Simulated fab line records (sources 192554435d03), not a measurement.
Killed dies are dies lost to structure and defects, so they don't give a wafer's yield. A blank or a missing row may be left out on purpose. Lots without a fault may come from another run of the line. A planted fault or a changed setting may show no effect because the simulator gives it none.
fab line records ; flow n5-finfet
record lots=15; wafers=41; last-day=18
route steps=1938 shown BEOL_M4@1109 BEOL_M5@1114
lots that met no fault: from a run of the same line without faults
start-h: the number of hours between the record's first day and the start of the first shown wafer of the lot ; wait-h: hours elapsed since this lot's preceding step ; " the same as in the row above ; L1.1+2: a row that stands for several wafers ; - no value, or no start was given ; * or withheld: withheld ; < > ~ a bound
route shown NAME@n: NAME is a module with steps in the file, n the number in the route of the first one ; usual: mean/standard deviation taken from wafers without a fault ; same: alike in all rows ; chamber/n: place in a boat ; sites: readings site by site ; _std_site: standard deviation of those values ; _edge_site: outer sites' mean less inner sites' ; radius-mm: for every site, how far away it sits from the centre of the wafer ; mask NAME#n: copy n ; behind: the last tool/chamber to shape the wafer ; hold: cause of the lot's hold/its duration in hours/its outcome ; device: which transistor (n, p or np) failed to switch ; end of line: the route-end tests of the same wafers ; a step with no rows: only its recipe ; killed: the dies lost at the first sort to structure and to defects; this is not the yield of the wafer ; map: dies across one wafer; x = killed, . = not, _ = none there
set.NAME: the setting as run; set.NAME@STEP: as run at that earlier step ; model.NAME: the simulator's own value behind a step, which no gauge read
steps of the route over a sample of lots; a table a step, a row a wafer
services: a tool's chamber out of use, with start hour (start-h, from the record's first day; less than 0 if before it), hours out, and reason
## steps
# step N5_BEOL_M4_RS_MEAS_58
# recipe thk-meas-gauge=four-point-probe; reads=Co_of_BEOL_M4_CO_CAP_55+Cu_of_BEOL_M4_ECD_50+Co_of_BEOL_M4_CVD_47+TaN_of_BEOL_M4_ALD_84
# usual M4_RS=0.67/0.036
lot.wafer;tool;chamber;start-h;wait-h;M4_RS[ohm/sq]
L279.1;film-metro-01;-;168.71;0.0;0.69
L279.4;film-metro-01;-;168.71;0.0;0.65
L279.6;film-metro-01;-;168.71;0.0;0.65
L281.3;film-metro-01;-;170.69;0.1;0.72
L281.4;film-metro-01;-;170.69;0.1;0.71
L281.6;film-metro-01;-;170.69;0.1;0.70
L282.1;film-metro-01;-;191.46;0.0;0.61
L282.4;film-metro-01;-;191.46;0.0;0.67
L282.5;film-metro-01;-;191.46;0.0;0.64
L283.1;film-metro-01;-;191.62;0.0;0.64
L283.4;film-metro-01;-;191.62;0.0;0.67
L283.6;film-metro-01;-;191.62;0.0;0.63
L284.4;film-metro-01;-;194.07;0.0;0.71
L284.5;film-metro-01;-;194.07;0.0;0.72
L285.5;film-metro-01;-;213.38;0.0;0.68
L285.6;film-metro-01;-;213.38;0.0;0.66
L286.1;film-metro-02;-;215.08;0.0;0.64
L286.3;film-metro-02;-;215.08;0.0;0.65
L291.1;film-metro-02;-;262.67;0.1;0.63
L291.4;film-metro-02;-;262.67;0.1;0.62
L291.5;film-metro-02;-;262.67;0.1;0.64
L293.3;film-metro-02;-;267.71;0.1;0.70
L293.5;film-metro-02;-;267.71;0.1;0.64
L293.6;film-metro-02;-;267.71;0.1;0.68
L295.2;film-metro-01;-;270.64;0.1;0.65
L295.4;film-metro-01;-;270.64;0.1;0.70
L295.6;film-metro-01;-;270.64;0.1;0.70
L296.1;film-metro-02;-;272.15;0.1;0.73
L296.2;film-metro-02;-;272.15;0.1;0.68
L296.4;film-metro-02;-;272.15;0.1;0.67
L298.1;film-metro-01;-;288.59;0.0;0.65
L298.4;film-metro-01;-;288.59;0.0;0.66
L300.1;film-metro-01;-;294.04;0.0;0.61
L300.2;film-metro-01;-;294.04;0.0;0.61
L300.3;film-metro-01;-;294.04;0.0;0.68
L301.1;film-metro-01;-;323.98;0.0;0.67
L301.3;film-metro-01;-;323.98;0.0;0.67
L301.4;film-metro-01;-;323.98;0.0;0.73
L302.2;film-metro-01;-;327.65;0.1;0.67
L302.4;film-metro-01;-;327.65;0.1;0.71
L302.6;film-metro-01;-;327.65;0.1;0.70
# step N5_BEOL_M4_INSPECT_59
# recipe inspect-instrument=darkfield; mode=post-dep
# usual raw-defect-count=71/20
lot.wafer;tool;chamber;start-h;wait-h;raw-defect-count
L279.1;defect-inspect-01;-;168.73;0.0;48
L279.4;defect-inspect-01;-;168.73;0.0;74
L279.6;defect-inspect-01;-;168.73;0.0;55
L281.3;defect-inspect-01;-;170.72;0.0;58
L281.4;defect-inspect-01;-;170.72;0.0;66
L281.6;defect-inspect-01;-;170.72;0.0;88
L282.1;defect-inspect-01;-;191.48;0.0;54
L282.4;defect-inspect-01;-;191.48;0.0;84
L282.5;defect-inspect-01;-;191.48;0.0;82
L283.1;defect-inspect-02;-;191.64;0.0;33
L283.4;defect-inspect-02;-;191.64;0.0;43
L283.6;defect-inspect-02;-;191.64;0.0;56
L284.4;defect-inspect-02;-;194.09;0.0;51
L284.5;defect-inspect-02;-;194.09;0.0;59
L285.5;defect-inspect-01;-;213.40;0.0;76
L285.6;defect-inspect-01;-;213.40;0.0;57
L286.1;defect-inspect-01;-;215.11;0.0;79
L286.3;defect-inspect-01;-;215.11;0.0;94
L291.1;defect-inspect-02;-;262.70;0.0;46
L291.4;defect-inspect-02;-;262.70;0.0;98
L291.5;defect-inspect-02;-;262.70;0.0;85
L293.3;defect-inspect-01;-;267.73;0.0;59
L293.5;defect-inspect-01;-;267.73;0.0;64
L293.6;defect-inspect-01;-;267.73;0.0;56
L295.2;defect-inspect-02;-;270.66;0.0;70
L295.4;defect-inspect-02;-;270.66;0.0;58
L295.6;defect-inspect-02;-;270.66;0.0;68
L296.1;defect-inspect-01;-;272.18;0.0;59
L296.2;defect-inspect-01;-;272.18;0.0;79
L296.4;defect-inspect-01;-;272.18;0.0;71
L298.1;defect-inspect-02;-;288.62;0.0;88
L298.4;defect-inspect-02;-;288.62;0.0;88
L300.1;defect-inspect-01;-;294.07;0.0;101
L300.2;defect-inspect-01;-;294.07;0.0;84
L300.3;defect-inspect-01;-;294.07;0.0;106
L301.1;defect-inspect-02;-;324.01;0.0;77
L301.3;defect-inspect-02;-;324.01;0.0;47
L301.4;defect-inspect-02;-;324.01;0.0;52
L302.2;defect-inspect-01;-;327.68;0.0;58
L302.4;defect-inspect-01;-;327.68;0.0;119
L302.6;defect-inspect-01;-;327.68;0.0;76
# step N5_BEOL_M5_THK_MEAS_01
# recipe reads=SiCOH_lowk_of_BEOL_M5_ILD_DEP_00
# usual M5_ILD_THK=120.8/1.5
lot.wafer;tool;chamber;start-h;wait-h;M5_ILD_THK[nm]
L279.1;film-metro-01;-;170.30;0.4;119.5
L279.4;film-metro-01;-;170.30;0.4;121.7
L279.6;film-metro-01;-;170.30;0.4;121.9
L281.3;film-metro-02;-;172.28;0.3;117.7
L281.4;film-metro-02;-;172.28;0.3;120.2
L281.6;film-metro-02;-;172.28;0.3;117.8
L282.1;film-metro-02;-;193.04;0.4;120.1
L282.4;film-metro-02;-;193.04;0.4;119.5
L282.5;film-metro-02;-;193.04;0.4;122.1
L283.1;film-metro-02;-;193.26;0.4;120.6
L283.4;film-metro-02;-;193.26;0.4;123.3
L283.6;film-metro-02;-;193.26;0.4;120.8
L284.4;film-metro-01;-;195.65;0.2;121.6
L284.5;film-metro-01;-;195.65;0.2;122.0
L285.5;film-metro-01;-;214.97;0.1;123.4
L285.6;film-metro-01;-;214.97;0.1;121.7
L286.1;film-metro-01;-;216.68;0.4;119.2
L286.3;film-metro-01;-;216.68;0.4;119.9
L291.1;film-metro-01;-;265.23;0.8;118.6
L291.4;film-metro-01;-;265.23;0.8;120.7
L291.5;film-metro-01;-;265.23;0.8;120.8
L293.3;film-metro-01;-;269.30;0.3;122.9
L293.5;film-metro-01;-;269.30;0.3;123.3
L293.6;film-metro-01;-;269.30;0.3;123.9
L295.2;film-metro-01;-;272.23;0.4;120.1
L295.4;film-metro-01;-;272.23;0.4;122.4
L295.6;film-metro-01;-;272.23;0.4;120.6
L296.1;film-metro-02;-;273.75;0.4;120.6
L296.2;film-metro-02;-;273.75;0.4;121.4
L296.4;film-metro-02;-;273.75;0.4;122.1
L298.1;film-metro-02;-;290.66;0.8;118.1
L298.4;film-metro-02;-;290.66;0.8;120.9
L300.1;film-metro-02;-;295.64;0.4;118.1
L300.2;film-metro-02;-;295.64;0.4;118.8
L300.3;film-metro-02;-;295.64;0.4;120.9
L301.1;film-metro-01;-;325.57;0.4;122.9
L301.3;film-metro-01;-;325.57;0.4;120.9
L301.4;film-metro-01;-;325.57;0.4;123.6
L302.2;film-metro-02;-;329.26;0.4;120.6
L302.4;film-metro-02;-;329.26;0.4;121.8
L302.6;film-metro-02;-;329.26;0.4;120.6
# step N5_BEOL_M5_ETCH_61
# recipe chemistry=CF4; target=SiARC; target-depth-a=156; mask-material=CAR-EUV; time-s=26; ion-energy-ev=80; pressure-mtorr=40; source-w=545; bias-w=36; Ar_flow_sccm=100; cf4-flow-sccm=100; ends=cleared
# usual bias-w=35.99/0.11; cf4-flow-sccm=100.01/0.28; drypump-motor-current-A=5.8/0.42; etch-rf-on-time-s=26.2/0.7; oes-product-au=0.68/0.085; rf-vpp-V=184.2/1.2; showerhead-plenum-p-Torr=2.16/0.073; throttle-valve-pct=15.67/0.24
lot.wafer;tool;chamber;start-h;wait-h;bias-w;cf4-flow-sccm;drypump-motor-current-A;etch-rf-on-time-s;oes-product-au;rf-hours-counter-h;rf-vpp-V;showerhead-plenum-p-Torr;throttle-valve-pct
L279.1;rie-diel-05;3;171.33;0.0;36.11;99.87;5.9;26.4;0.65;150;186.6;2.22;15.79
L279.4;rie-diel-05;3;171.33;0.0;36.08;100.37;5.9;26.3;0.64;-;185.3;2.22;15.77
L279.6;rie-diel-05;2;171.33;0.0;35.87;100.40;5.4;26.9;0.79;-;183.4;2.21;15.67
L281.3;rie-diel-05;2;174.12;0.0;36.10;100.52;5.4;26.8;0.80;4;185.3;2.21;15.67
L281.4;rie-diel-05;2;174.12;0.0;36.16;100.29;5.4;26.8;0.79;-;184.4;2.21;15.68
L281.6;rie-diel-05;3;174.12;0.0;36.08;100.38;5.9;26.4;0.65;-;185.3;2.22;15.77
L282.1;rie-diel-06;2;194.63;0.0;35.86;100.02;5.8;26.1;0.59;239;182.7;2.03;16.17
L282.4;rie-diel-06;0;194.63;0.0;35.95;99.99;5.5;25.9;0.60;245;183.0;2.04;16.06
L282.5;rie-diel-06;3;194.63;0.0;35.88;100.18;5.9;26.3;0.75;-;182.7;2.10;15.50
L283.1;rie-diel-05;3;194.87;0.0;35.95;100.00;5.9;26.3;0.64;157;185.3;2.22;15.79
L283.4;rie-diel-05;2;194.87;0.0;35.94;99.76;5.4;27.0;0.78;10;183.8;2.21;15.70
L283.6;rie-diel-05;1;194.87;0.0;36.19;99.71;6.2;26.3;0.85;-;184.0;2.19;15.09
L284.4;rie-diel-01;2;197.97;0.0;35.96;99.94;6.0;27.2;0.60;156;182.9;2.07;15.45
L284.5;rie-diel-01;1;197.97;0.0;36.15;100.36;4.9;26.1;0.59;-;184.0;2.21;15.86
L285.5;rie-diel-01;0;216.12;0.0;35.97;99.92;6.7;25.1;0.63;-;183.6;2.12;15.74
L285.6;rie-diel-01;3;216.12;0.0;35.93;100.03;5.9;24.3;0.84;-;183.6;2.10;15.49
L286.1;rie-diel-05;0;218.03;0.0;36.09;100.32;5.4;26.3;0.62;158;181.3;2.07;15.69
L286.3;rie-diel-05;1;218.03;0.0;36.14;100.44;6.2;26.3;0.82;9;185.4;2.18;15.10
L291.1;rie-diel-05;3;267.36;0.0;35.90;99.76;5.9;26.9;0.62;177;184.4;2.21;15.84
L291.4;rie-diel-05;0;267.36;0.0;35.91;99.93;5.4;26.8;0.61;172;182.2;2.06;15.73
L291.5;rie-diel-05;1;267.36;0.0;36.04;100.02;6.2;26.5;0.78;-;185.0;2.18;15.14
L293.3;rie-diel-05;3;271.53;0.0;-;-;-;-;-;-;-;-;-
L293.5;rie-diel-05;3;271.53;0.0;-;-;-;-;-;-;-;-;-
L293.6;rie-diel-05;0;271.53;0.0;-;-;-;-;-;-;-;-;-
L295.2;rie-diel-06;0;274.62;0.0;-;-;-;-;-;-;-;-;-
L295.4;rie-diel-06;2;274.62;0.0;-;-;-;-;-;-;-;-;-
L295.6;rie-diel-06;3;274.62;0.0;-;-;-;-;-;-;-;-;-
L296.1;rie-diel-05;1;275.32;0.0;-;-;-;-;-;-;-;-;-
L296.2;rie-diel-05;0;275.32;0.0;-;-;-;-;-;-;-;-;-
L296.4;rie-diel-05;2;275.32;0.0;-;-;-;-;-;-;-;-;-
L298.1;rie-diel-06;0;291.44;0.0;36.07;99.74;5.5;25.5;0.79;21;186.6;2.29;15.61
L298.4;rie-diel-06;3;291.44;0.0;36.11;100.44;5.9;26.5;0.71;68;183.1;2.09;15.54
L300.1;rie-diel-06;0;297.75;0.0;36.01;99.82;5.4;25.5;0.79;23;186.6;2.29;15.60
L300.2;rie-diel-06;1;297.75;0.0;35.98;99.53;6.2;25.2;0.63;195;185.5;2.20;15.98
L300.3;rie-diel-06;2;297.75;0.0;35.98;99.41;5.8;24.7;0.81;12;183.5;2.28;15.73
L301.1;rie-diel-05;2;326.38;0.0;36.04;100.05;5.4;26.9;0.71;51;183.6;2.19;15.79
L301.3;rie-diel-05;1;326.38;0.0;36.08;100.20;6.3;26.3;0.76;41;184.8;2.17;15.16
L301.4;rie-diel-05;0;326.38;0.0;36.02;100.21;5.4;26.8;0.60;189;182.8;2.06;15.75
L302.2;rie-diel-05;3;331.36;0.0;35.91;99.82;5.9;26.8;0.61;195;185.8;2.21;15.88
L302.4;rie-diel-05;2;331.36;0.0;36.15;99.68;5.4;27.1;0.71;52;183.9;2.19;15.77
L302.6;rie-diel-05;2;331.36;0.0;35.97;99.56;5.4;27.1;0.70;-;185.2;2.19;15.76
# step N5_BEOL_M5_ETCH_62
# recipe chemistry=N2/H2; target=SOC; target-depth-a=750; overetch-a=150; mask-material=SiARC; temp-c=40; time-s=112.5; ion-energy-ev=200; pressure-mtorr=30; source-w=840; bias-w=150; n2-flow-sccm=200; h2-flow-sccm=200
# usual bias-w=149.9/0.47; chamber-pressure-mTorr=30.001/0.029; drypump-motor-current-A=5.8/0.42; oes-product-au=0.63/0.076; rf-vpp-V=524.2/2.8; showerhead-plenum-p-Torr=2.56/0.094; temp-c=40.02/0.11; throttle-valve-pct=17.92/0.26
lot.wafer;tool;chamber;start-h;wait-h;bias-w;chamber-pressure-mTorr;drypump-motor-current-A;oes-product-au;rf-hours-counter-h;rf-vpp-V;showerhead-plenum-p-Torr;temp-c;throttle-valve-pct
L279.1;rie-diel-05;3;171.36;0.0;149.9;30.050;5.9;0.60;150;526.4;2.65;39.90;18.10
L279.4;rie-diel-05;3;171.36;0.0;149.7;30.013;5.9;0.60;-;526.8;2.65;39.97;18.10
L279.6;rie-diel-05;2;171.36;0.0;151.0;29.997;5.5;0.75;-;525.5;2.62;39.95;17.98
L281.3;rie-diel-05;2;174.15;0.0;150.0;30.022;5.5;0.75;4;525.4;2.62;40.08;18.00
L281.4;rie-diel-05;2;174.15;0.0;149.5;30.006;5.4;0.75;-;524.6;2.62;40.01;17.99
L281.6;rie-diel-05;3;174.15;0.0;149.7;30.025;5.9;0.61;-;527.1;2.65;39.92;18.11
L282.1;rie-diel-06;2;194.66;0.0;149.8;30.010;5.8;0.55;239;520.3;2.41;40.07;18.49
L282.4;rie-diel-06;0;194.66;0.0;149.9;29.960;5.5;0.55;245;519.3;2.39;39.98;18.21
L282.5;rie-diel-06;3;194.66;0.0;150.1;30.009;5.9;0.71;-;521.4;2.48;39.95;17.66
L283.1;rie-diel-05;3;194.90;0.0;150.7;29.975;5.9;0.60;157;528.2;2.65;40.12;18.13
L283.4;rie-diel-05;2;194.90;0.0;149.6;29.998;5.5;0.73;10;525.3;2.61;39.87;18.02
L283.6;rie-diel-05;1;194.90;0.0;149.8;30.021;6.2;0.79;-;525.4;2.62;40.22;17.35
L284.4;rie-diel-01;2;198.00;0.0;149.9;29.993;6.0;0.58;156;520.5;2.44;40.07;17.63
L284.5;rie-diel-01;1;198.00;0.0;150.5;29.959;4.9;0.55;-;525.8;2.63;39.75;17.97
L285.5;rie-diel-01;0;216.18;0.1;148.9;30.038;6.7;0.57;-;521.5;2.53;40.09;17.89
L285.6;rie-diel-01;3;216.18;0.1;149.4;29.973;5.9;0.75;-;523.2;2.49;39.91;17.65
L286.1;rie-diel-05;0;218.06;0.0;150.8;30.003;5.4;0.58;158;520.7;2.44;40.07;17.95
L286.3;rie-diel-05;1;218.06;0.0;150.1;29.945;6.2;0.77;9;524.8;2.61;39.85;17.37
L291.1;rie-diel-05;3;267.39;0.0;150.0;29.950;5.9;0.59;177;526.4;2.64;39.99;18.14
L291.4;rie-diel-05;0;267.39;0.0;150.5;30.031;5.4;0.57;172;520.0;2.44;40.02;17.98
L291.5;rie-diel-05;1;267.39;0.0;150.2;29.983;6.3;0.73;-;526.3;2.61;39.93;17.40
L293.3;rie-diel-05;3;271.56;0.0;149.8;30.014;5.9;0.28;178;527.6;2.64;40.16;18.10
L293.5;rie-diel-05;3;271.56;0.0;149.7;30.021;5.9;0.27;-;525.1;2.64;40.02;18.10
L293.6;rie-diel-05;0;271.56;0.0;150.0;29.962;5.4;0.27;-;518.5;2.44;39.93;17.95
L295.2;rie-diel-06;0;274.65;0.0;150.3;29.987;5.4;0.35;15;528.6;2.70;39.97;17.70
L295.4;rie-diel-06;2;274.65;0.0;149.6;29.992;5.7;0.35;6;528.0;2.72;40.05;18.10
L295.6;rie-diel-06;3;274.65;0.0;150.2;30.001;5.9;0.32;-;522.8;2.47;39.87;17.65
L296.1;rie-diel-05;1;275.35;0.0;150.5;30.043;6.3;0.35;26;524.1;2.61;40.14;17.35
L296.2;rie-diel-05;0;275.35;0.0;149.9;30.042;5.4;0.27;174;521.5;2.43;40.05;17.94
L296.4;rie-diel-05;2;275.35;0.0;150.2;29.995;5.4;0.32;36;525.8;2.60;39.99;18.00
L298.1;rie-diel-06;0;291.47;0.0;150.4;30.022;5.5;0.72;21;527.7;2.70;39.81;17.77
L298.4;rie-diel-06;3;291.47;0.0;149.7;29.986;5.9;0.67;68;521.4;2.47;40.27;17.70
L300.1;rie-diel-06;0;297.78;0.0;149.1;30.036;5.5;0.71;23;528.3;2.70;40.07;17.76
L300.2;rie-diel-06;1;297.78;0.0;149.9;30.073;6.2;0.57;195;527.7;2.63;39.98;18.23
L300.3;rie-diel-06;2;297.78;0.0;149.9;30.005;5.8;0.73;12;528.0;2.72;40.01;18.16
L301.1;rie-diel-05;2;326.41;0.0;150.6;30.008;5.4;0.67;51;526.4;2.60;40.03;18.07
L301.3;rie-diel-05;1;326.41;0.0;149.0;30.030;6.3;0.70;41;524.2;2.60;40.07;17.43
L301.4;rie-diel-05;0;326.41;0.0;149.3;29.956;5.4;0.56;189;521.6;2.43;40.26;18.01
L302.2;rie-diel-05;3;331.39;0.0;150.6;30.032;5.9;0.58;195;525.3;2.63;40.00;18.17
L302.4;rie-diel-05;2;331.39;0.0;149.9;30.000;5.4;0.67;52;524.6;2.59;40.13;18.08
L302.6;rie-diel-05;2;331.39;0.0;149.8;29.982;5.5;0.66;-;525.3;2.59;40.12;18.07
# step N5_BEOL_M5_HM_OPEN_17
# recipe chemistry=Cl2/BCl3; target-depth-a=200; overetch-a=60; target=TiN; mask-material=SOC; ion-energy-ev=150; pressure-mtorr=10; icp-w=1000; bias-w=126; Cl2_flow_sccm=53.25; bcl3-flow-sccm=21.75; Ar_flow_sccm=25
# usual drypump-motor-current-A=5.7/0.39; oes-product-au=0.70/0.092; throttle-valve-pct=21.98/0.24
lot.wafer;tool;chamber;start-h;wait-h;drypump-motor-current-A;oes-product-au;rf-hours-counter-h;throttle-valve-pct
L279.1;rie-metal-03;0;171.52;0.0;5.3;0.65;50;21.77
L279.4;rie-metal-03;1;171.52;0.0;5.7;0.52;-;22.30
L279.6;rie-metal-03;1;171.52;0.0;5.7;0.52;-;22.30
L281.3;rie-metal-02;1;174.34;0.1;6.3;0.54;-;22.02
L281.4;rie-metal-02;0;174.34;0.1;5.2;0.63;-;22.34
L281.6;rie-metal-02;0;174.34;0.1;5.2;0.64;-;22.31
L282.1;rie-metal-03;0;194.83;0.0;5.3;0.64;52;21.79
L282.4;rie-metal-03;0;194.83;0.0;5.3;0.65;-;21.78
L282.5;rie-metal-03;0;194.83;0.0;5.3;0.64;-;21.78
L283.1;rie-metal-01;0;195.07;0.0;6.4;0.77;10;21.90
L283.4;rie-metal-01;1;195.07;0.0;6.1;0.82;-;22.56
L283.6;rie-metal-01;1;195.07;0.0;6.1;0.84;-;22.52
L284.4;rie-metal-02;1;198.19;0.1;6.3;0.55;-;22.00
L284.5;rie-metal-02;1;198.19;0.1;6.4;0.55;-;22.01
L285.5;rie-metal-03;0;216.37;0.1;5.3;0.63;-;21.79
L285.6;rie-metal-03;1;216.37;0.1;5.6;0.83;-;21.90
L286.1;rie-metal-03;0;218.23;0.0;5.3;0.64;55;21.77
L286.3;rie-metal-03;0;218.23;0.0;5.4;0.63;-;21.80
L291.1;rie-metal-01;0;267.55;0.0;6.4;0.74;14;21.90
L291.4;rie-metal-01;1;267.55;0.0;6.2;0.80;-;22.56
L291.5;rie-metal-01;1;267.55;0.0;6.1;0.79;-;22.55
L293.3;rie-metal-03;0;271.76;0.1;5.3;0.28;-;22.43
L293.5;rie-metal-03;0;271.76;0.1;5.3;0.27;-;22.44
L293.6;rie-metal-03;1;271.76;0.1;5.6;0.34;-;22.60
L295.2;rie-metal-03;0;274.82;0.0;5.3;0.28;61;22.44
L295.4;rie-metal-03;0;274.82;0.0;5.3;0.27;-;22.44
L295.6;rie-metal-03;1;274.82;0.0;5.6;0.35;-;22.60
L296.1;rie-metal-03;1;275.52;0.0;5.7;0.35;6;22.59
L296.2;rie-metal-03;0;275.52;0.0;5.3;0.27;61;22.43
L296.4;rie-metal-03;0;275.52;0.0;5.3;0.27;-;22.44
L298.1;rie-metal-03;1;291.64;0.0;5.6;0.78;8;21.94
L298.4;rie-metal-03;1;291.64;0.0;5.6;0.79;-;21.95
L300.1;rie-metal-03;0;297.94;0.0;5.3;0.62;63;21.78
L300.2;rie-metal-03;1;297.94;0.0;5.6;0.77;8;21.94
L300.3;rie-metal-03;1;297.94;0.0;5.6;0.78;-;21.96
L301.1;rie-metal-01;1;326.57;0.0;6.1;0.76;11;22.58
L301.3;rie-metal-01;0;326.57;0.0;6.4;0.73;-;21.92
L301.4;rie-metal-01;1;326.57;0.0;6.2;0.77;-;22.58
L302.2;rie-metal-03;0;331.56;0.0;5.4;0.61;65;21.81
L302.4;rie-metal-03;0;331.56;0.0;5.3;0.61;-;21.80
L302.6;rie-metal-03;1;331.56;0.0;5.6;0.77;-;21.96
# step N5_BEOL_M5_CD_MEAS_18
# recipe pitch-nm=56; target-cd-nm=28
# usual cd-nm=28.0/0.35
lot.wafer;tool;chamber;start-h;wait-h;cd-nm
L279.1;cd-sem-01;-;171.85;0.0;27.7
L279.4;cd-sem-01;-;171.85;0.0;28.2
L279.6;cd-sem-01;-;171.85;0.0;28.1
L281.3;cd-sem-02;-;174.62;0.1;27.8
L281.4;cd-sem-02;-;174.62;0.1;28.5
L281.6;cd-sem-02;-;174.62;0.1;28.4
L282.1;cd-sem-01;-;195.17;0.0;28.3
L282.4;cd-sem-01;-;195.17;0.0;27.9
L282.5;cd-sem-01;-;195.17;0.0;28.5
L283.1;cd-sem-03;-;195.51;0.1;27.8
L283.4;cd-sem-03;-;195.51;0.1;27.8
L283.6;cd-sem-03;-;195.51;0.1;27.1
L284.4;cd-sem-01;-;198.42;0.1;27.9
L284.5;cd-sem-01;-;198.42;0.1;28.0
L285.5;cd-sem-03;-;216.49;0.0;28.0
L285.6;cd-sem-03;-;216.49;0.0;28.7
L286.1;cd-sem-03;-;218.41;0.0;27.8
L286.3;cd-sem-03;-;218.41;0.0;27.8
L291.1;cd-sem-03;-;267.73;0.0;27.9
L291.4;cd-sem-03;-;267.73;0.0;27.9
L291.5;cd-sem-03;-;267.73;0.0;27.6
L293.3;cd-sem-01;-;271.92;0.1;-
L293.5;cd-sem-01;-;271.92;0.1;-
L293.6;cd-sem-01;-;271.92;0.1;-
L295.2;cd-sem-03;-;275.00;0.1;-
L295.4;cd-sem-03;-;275.00;0.1;-
L295.6;cd-sem-03;-;275.00;0.1;-
L296.1;cd-sem-01;-;275.70;0.0;-
L296.2;cd-sem-01;-;275.70;0.0;-
L296.4;cd-sem-01;-;275.70;0.0;-
L298.1;cd-sem-01;-;291.82;0.0;28.9
L298.4;cd-sem-01;-;291.82;0.0;28.0
L300.1;cd-sem-01;-;298.24;0.0;27.7
L300.2;cd-sem-01;-;298.24;0.0;28.1
L300.3;cd-sem-01;-;298.24;0.0;28.3
L301.1;cd-sem-03;-;326.76;0.0;27.4
L301.3;cd-sem-03;-;326.76;0.0;27.2
L301.4;cd-sem-03;-;326.76;0.0;27.5
L302.2;cd-sem-02;-;331.74;0.1;28.1
L302.4;cd-sem-02;-;331.74;0.1;28.1
L302.6;cd-sem-02;-;331.74;0.1;27.6
## services
tool;chamber;start-h;hours;kind
rie-diel-05;1;148.74;7.9;repair
rie-diel-01;3;161.06;3.2;repair
rie-diel-06;0;162.19;6.6;repair
rie-diel-05;1;163.09;-;clean
rie-diel-05;1;163.09;-;consumable-replace:focus-ring
rie-diel-05;1;163.09;27.9;scheduled-down
rie-diel-05;1;163.09;27.9;vent-cycle
rie-metal-03;1;188.40;-;clean
rie-metal-03;1;188.40;11.9;scheduled-down
rie-metal-03;1;188.40;11.9;vent-cycle
rie-metal-03;-;209.05;0.9;repair
rie-metal-01;-;212.60;14.6;pm
rie-diel-06;0;213.94;-;clean
rie-diel-06;0;213.94;-;consumable-replace:focus-ring
rie-diel-06;0;213.94;-;consumable-replace:showerhead
rie-diel-06;0;213.94;17.7;scheduled-down
rie-diel-06;0;213.94;17.7;vent-cycle
rie-metal-01;-;227.46;4.3;pm
rie-metal-03;1;241.33;9.7;repair
rie-diel-05;0;247.47;3.2;repair
rie-diel-05;3;249.30;7.6;repair
rie-metal-02;-;259.26;2.8;pm
rie-diel-01;-;296.55;2.8;pm
rie-metal-03;-;321.59;2.8;pm
## key
first-sign step=N5_BEOL_M5_ETCH_61; reading=tool-record; direction=missing
effect step=N5_BEOL_M5_ETCH_62; reading=oes-product-au; direction=down; sigmas=4.3; usual=0.63; struck=0.31
effect step=N5_BEOL_M5_HM_OPEN_17; reading=oes-product-au; direction=down; sigmas=4.4; usual=0.70; struck=0.30
effect step=N5_BEOL_M5_CD_MEAS_18; reading=cd-nm; direction=missing
met-at N5_BEOL_M5_ETCH_61
struck-lots L293,L295,L296
later-rows-left-out L293.3,L293.5,L293.6,L295.2,L295.4,L295.6,L296.1,L296.2,L296.4
sort-left-out L293.3,L293.5,L293.6,L295.2,L295.4,L295.6,L296.1,L296.2,L296.4
not-acting-at N5_BEOL_M4_RS_MEAS_58,N5_BEOL_M4_INSPECT_59,N5_BEOL_M5_THK_MEAS_01
onset-between 267.36 271.53
fault kind=skipped-step-whole; tool=rie-diel-05,rie-diel-06; chamber=-; onset-h=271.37; steps=N5_BEOL_M5_ETCH_61; scope=struck-lots-only
# sort-left-out: the simulated sort isn't trusted on such a fault, so these wafers' sort isn't shown, and their yield isn't known
# later-rows-left-out: the simulator's readings of these wafers behind a module that went badly wrong aren't trusted and aren't shown, but for the sort
